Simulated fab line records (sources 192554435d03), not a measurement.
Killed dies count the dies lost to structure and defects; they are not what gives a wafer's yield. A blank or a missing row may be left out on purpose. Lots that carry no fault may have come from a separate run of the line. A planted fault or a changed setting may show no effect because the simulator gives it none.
Which tool did it? ; flow n5_finfet ; 10 lots, 30 wafers sampled, at 5 steps of a route of 1938

WHAT EACH GAUGE READ, for each wafer
N5_BEOL_M1_INSPECT_13: inspects for defects (brightfield). Usual: raw_defect_count reads 386 (standard deviation 89).
lot;measured;on;raw_defect_count;flag
L981;day 5 23:38;defect_inspect-01;388 405 405;
L983;day 6 18:23;defect_inspect-01;430 297 262;
L985;day 7 04:26;defect_inspect-02;374 403 327;
L987;day 7 19:26;defect_inspect-02;454 314 347;
L992;day 8 22:57;defect_inspect-01;357 451 249;
L100;day 11 11:41;defect_inspect-02;444 532 433;
L101;day 11 12:09;defect_inspect-02;521 524 367;
L102;day 11 12:19;defect_inspect-02;507 499 549;
L103;day 11 18:40;defect_inspect-01;452 459 450;
L104;day 12 00:22;defect_inspect-02;353 461 466;

N5_BEOL_M1_INSPECT_30: inspects for defects (brightfield). Usual: raw_defect_count reads 392 (standard deviation 91).
lot;measured;on;raw_defect_count;flag
L981;day 6 00:35;defect_inspect-02;415 457 446;
L983;day 6 19:31;defect_inspect-02;431 316 301;
L985;day 7 05:36;defect_inspect-02;386 380 305;
L987;day 7 20:32;defect_inspect-02;459 338 357;
L992;day 8 23:51;defect_inspect-02;424 453 263;
L100;day 11 12:35;defect_inspect-01;446 495 407;
L101;day 11 13:03;defect_inspect-01;482 489 337;
L102;day 11 13:19;defect_inspect-02;517 490 572;
L103;day 11 19:32;defect_inspect-01;433 422 465;
L104;day 12 01:19;defect_inspect-02;373 461 460;

N5_BEOL_M4_RC_MEAS_101. Usual: DIBL_N 36.0 mV/V, standard deviation 1.6; DIBL_P 36.1 mV/V, standard deviation 2; IOFF_N 0.160 nA/um, standard deviation 0.029; IOFF_P 0.21 nA/um, standard deviation 0.039; ION_N 675 uA/um, standard deviation 13; ION_P 464 uA/um, standard deviation 8.8; SS_N 71.5 mV/dec, standard deviation 0.58; SS_P 73.3 mV/dec, standard deviation 0.65; VT_N 250 mV, standard deviation 3.3; VT_P -249 mV, standard deviation 3.6.
lot;measured;on;DIBL_N (mV/V);DIBL_P (mV/V);IOFF_N (nA/um);IOFF_P (nA/um);ION_N (uA/um);ION_P (uA/um);SS_N (mV/dec);SS_P (mV/dec);VT_N (mV);VT_P (mV);flag
L981;day 7 20:04;prober-02;37.4 35.6 36.4;36.9 34.9 33.6;0.164 0.128 0.141;0.21 0.19 0.17;676 659 662;456 454 449;72.0 71.5 71.6;73.4 73.0 72.7;247 251 254;-252 -253 -255;
L983;day 8 07:10;prober-01;34.1 36.9 33.7;34.5 37.5 33.5;0.128 0.173 0.118;0.17 0.22 0.15;666 693 665;456 473 452;72.0 71.0 71.2;72.5 73.4 72.2;252 248 255;-252 -248 -255;
L985;day 8 23:21;prober-02;33.7 32.2 35.7;35.3 33.5 37.8;0.146 0.118 0.175;0.19 0.17 0.23;678 675 678;463 466 463;71.2 70.8 70.7;73.1 72.7 73.7;250 253 247;-252 -250 -249;
L987;day 9 12:30;prober-01;36.7 35.7 34.9;38.2 37.7 35.4;0.177 0.172 0.150;0.22 0.22 0.18;677 671 657;454 461 447;70.9 71.7 71.5;74.5 73.8 73.5;250 249 252;-250 -252 -254;
L992;day 10 20:14;prober-01;38.9 38.3 37.0;40.7 39.9 38.5;0.232 0.210 0.171;0.32 0.31 0.26;697 696 671;482 487 474;72.8 71.8 72.0;74.6 74.6 73.7;244 245 252;-243 -243 -245;
L100;day 13 09:56;prober-01;34.8 36.2 36.8;34.0 35.5 35.9;0.146 0.154 0.174;0.17 0.20 0.21;687 681 699;463 469 468;70.9 71.5 71.2;72.3 73.7 73.0;247 248 247;-252 -250 -250;
L101;day 13 13:07;prober-02;35.4 36.8 38.6;35.1 36.5 39.2;0.146 0.159 0.210;0.20 0.22 0.27;695 675 706;478 466 479;71.2 71.7 72.0;72.2 73.2 74.0;249 251 247;-251 -248 -247;
L102;day 13 06:37;prober-02;31.8 32.8 35.6;33.0 34.9 37.3;0.115 0.123 0.171;0.18 0.21 0.24;667 663 681;461 468 471;70.8 71.1 71.3;72.4 73.2 73.8;256 254 249;-250 -246 -247;
L103;day 13 15:26;prober-02;34.6 35.0 37.1;33.6 35.3 37.7;0.128 0.139 0.180;0.19 0.21 0.25;664 657 682;462 458 465;70.7 71.5 71.9;72.0 72.9 74.1;253 253 247;-247 -251 -247;
L104;day 13 14:01;prober-01;37.1 37.2 38.8;39.3 38.6 40.2;0.192 0.181 0.234;0.30 0.27 0.31;682 677 687;472 469 468;70.9 72.6 72.1;74.7 73.8 74.1;245 247 244;-242 -246 -242;

WHAT TOOL EACH LOT RAN ON (gives the tool, then ch and the chambers of the sampled wafers, and finally the start)
lot;N5_BEOL_M1_COAT_76;N5_BEOL_M1_ETCH_77
L981;litho_track-02 ch 0, day 6 00:14;rie_diel-05 ch 1,2,3, day 6 00:49
L983;litho_track-02 ch 0, day 6 19:05;rie_diel-02 ch 0,1, day 6 19:35
L985;litho_track-03 ch 0, day 7 05:06;rie_diel-01 ch 1,2, day 7 05:40
L987;litho_track-01 ch 0, day 7 20:02;rie_diel-02 ch 0,2, day 7 20:36
L992;litho_track-02 ch 0, day 8 23:29;rie_diel-01 ch 0,1, day 8 23:56
L100;litho_track-01 ch 0, day 11 12:13;rie_diel-02 ch 0,1,2, day 11 12:40
L101;litho_track-03 ch 0, day 11 12:41;rie_diel-02 ch 0,1,3, day 11 13:07
L102;litho_track-03 ch 0, day 11 12:49;rie_diel-02 ch 0,2,3, day 11 13:23
L103;litho_track-01 ch 0, day 11 19:10;rie_diel-02 ch 0,2, day 11 19:36
L104;litho_track-01 ch 0, day 12 00:57;rie_diel-02 ch 0,2, day 12 01:23
- N5_BEOL_M1_COAT_76: time 60 s, resist thk 5 nm.
- N5_BEOL_M1_ETCH_77: etches underlayer in N2/H2, target depth 6.5 nm, time 5.2 s.

AS READ BY THE TOOLS THEMSELVES (means over the sampled wafers that have a number; for cases with no such wafer, the mark the record gives instead)
N5_BEOL_M1_COAT_76. Usual: run_length_s reads 66.04 s (standard deviation 0.16).
lot;tool;run_length_s (s);flag
L981;litho_track-02;65.97;
L983;litho_track-02;66.13;
L985;litho_track-03;65.81;
L987;litho_track-01;66.16;
L992;litho_track-02;77.50;OFF
L100;litho_track-01;66.09;
L101;litho_track-03;65.82;
L102;litho_track-03;65.95;
L103;litho_track-01;66.11;
L104;litho_track-01;66.18;

N5_BEOL_M1_ETCH_77. Usual: drypump_motor_current_A 5.8 A (standard deviation 0.47); etch_rf_on_time_s 5.22 s (standard deviation 0.12); h2_flow_sccm 200.0 sccm (standard deviation 0.59); oes_product_au 0.64 a.u. (standard deviation 0.048); rf_vpp_V 523.6 V (standard deviation 2.7); showerhead_plenum_p_Torr 2.53 Torr (standard deviation 0.084); throttle_valve_pct 17.89 % (standard deviation 0.16).
lot;tool;drypump_motor_current_A (A);etch_rf_on_time_s (s);h2_flow_sccm (sccm);oes_product_au (a.u.);rf_vpp_V (V);showerhead_plenum_p_Torr (Torr);throttle_valve_pct (%);flag
L981;rie_diel-05;5.6;5.35;199.5;0.62;524.6;2.57;18.01;
L983;rie_diel-02;6.0;5.07;199.8;0.64;526.0;2.59;17.65;
L985;rie_diel-01;6.3;5.35;200.0;0.72;524.7;2.61;17.85;
L987;rie_diel-02;5.5;5.08;199.9;0.63;524.9;2.53;17.73;
L992;rie_diel-01;6.2;5.23;200.9;0.70;522.5;2.49;17.92;
L100;rie_diel-02;5.6;5.12;199.7;0.62;523.6;2.54;17.76;
L101;rie_diel-02;6.0;5.20;199.9;0.60;524.3;2.51;17.84;
L102;rie_diel-02;5.6;5.19;200.2;0.61;522.2;2.48;17.87;
L103;rie_diel-02;5.5;5.06;199.9;0.61;523.6;2.52;17.78;
L104;rie_diel-02;5.2;5.16;200.0;0.61;522.2;2.51;17.81;

THE ANSWER, worked out from the rows above alone
Rule: take the mean of a lot's wafers that have a number; if it is more than 3 standard deviations from the usual mean, the lot is off. A lot without any number at a reading at which 4 lots or more have one is off too. The other lots that the step has rows for count as sound. Order of review: gauges by route order, followed by the tools' own readings, for which a lot's mean as printed above is used. The first step at which some lot is off is used, and at that step the reading that is off furthest; a lot without a number counts as furthest.
Off: L992 (N5_BEOL_M1_COAT_76, run_length_s).
If a tool, at that step or one of the process steps before it, ran each lot that is off and ran no sound lot following the first of them, it fits. One fits: litho_track-02 at N5_BEOL_M1_COAT_76. A fault onset in the window from L983 (day 6 19:05, its last sound lot) to L992 (day 8 23:29, its first lot off) fits.
On the lots that are off, the tool's own readings at N5_BEOL_M1_COAT_76 differ by more than 5 times the standard deviation of the sound lots' means, which bears it out; run_length_s reads 77.50 s there versus 66.02 s on the sound lots.

WHAT THE SIMULATOR HAD PUT IN
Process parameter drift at N5_BEOL_M1_COAT_76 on litho_track-02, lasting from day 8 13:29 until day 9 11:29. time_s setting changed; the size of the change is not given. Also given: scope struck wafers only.
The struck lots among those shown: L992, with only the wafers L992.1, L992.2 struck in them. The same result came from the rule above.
